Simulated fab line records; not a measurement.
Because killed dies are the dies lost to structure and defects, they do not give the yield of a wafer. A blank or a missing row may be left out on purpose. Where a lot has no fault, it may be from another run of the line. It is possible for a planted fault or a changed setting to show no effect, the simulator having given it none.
Chamber matching + flow nand harc + NHARC_A_CHANNEL_FILL_D1_ETCHBACK_20 on rie diel-10 has 4 sister chambers
The step etches the open film in C4F8/O2/Ar, target depth 27 nm, time 13.5 s. 4 wafers are shown with their chamber, then 12 later ones without.

WAFERS WITH THEIR CHAMBER
| wafer  | chamber | rf vpp V (V) |
|--------|---------|--------------|
| L089.5 | 2       | 972          |
| L088.2 | 1       | 977          |
| L088.3 | 3       | 987          |
| L088.4 | 0       | 970          |

WAFERS WITH NO CHAMBER GIVEN
| wafer  | rf vpp V (V) |
|--------|--------------|
| L091.1 | 971          |
| L091.3 | 978          |
| L091.4 | 989          |
| L093.1 | 971          |
| L093.4 | 977          |
| L093.6 | 989          |
| L094.2 | 970          |
| L094.3 | 986          |
| L094.4 | 977          |
| L097.3 | 970          |
| L097.5 | 971          |
| L097.6 | 976          |

THE CHAMBER EACH PASSED THROUGH
| wafer  | from the rows above     | in truth |
|--------|-------------------------|----------|
| L091.1 | can't be placed: 0 or 2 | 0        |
| L091.3 | 1                       | 1        |
| L091.4 | 3                       | 3        |
| L093.1 | can't be placed: 0 or 2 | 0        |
| L093.4 | 1                       | 1        |
| L093.6 | 3                       | 3        |
| L094.2 | can't be placed: 0 or 2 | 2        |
| L094.3 | 3                       | 3        |
| L094.4 | 1                       | 1        |
| L097.3 | can't be placed: 0 or 2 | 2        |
| L097.5 | can't be placed: 0 or 2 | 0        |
| L097.6 | 1                       | 1        |
Correctly placed: 7 of 12. These rows do not allow placing 5 (true chamber among the candidates in 5). Wrongly placed: 0.
How it was worked out, from the rows above alone: a wafer's distance from a chamber is the root of the sum, over the readings, of the square of ((its reading less the chamber's mean) divided by the reading's scatter). If the next closest chamber is less than 2 further off than the closest, the wafer can't be placed; otherwise it belongs to the closest. For every chamber, the mean is computed from those of its wafers that are shown. The scatter (one wafer shown for each chamber): square how far every hidden wafer sits from the nearest shown wafer, average those squares and take the square root.
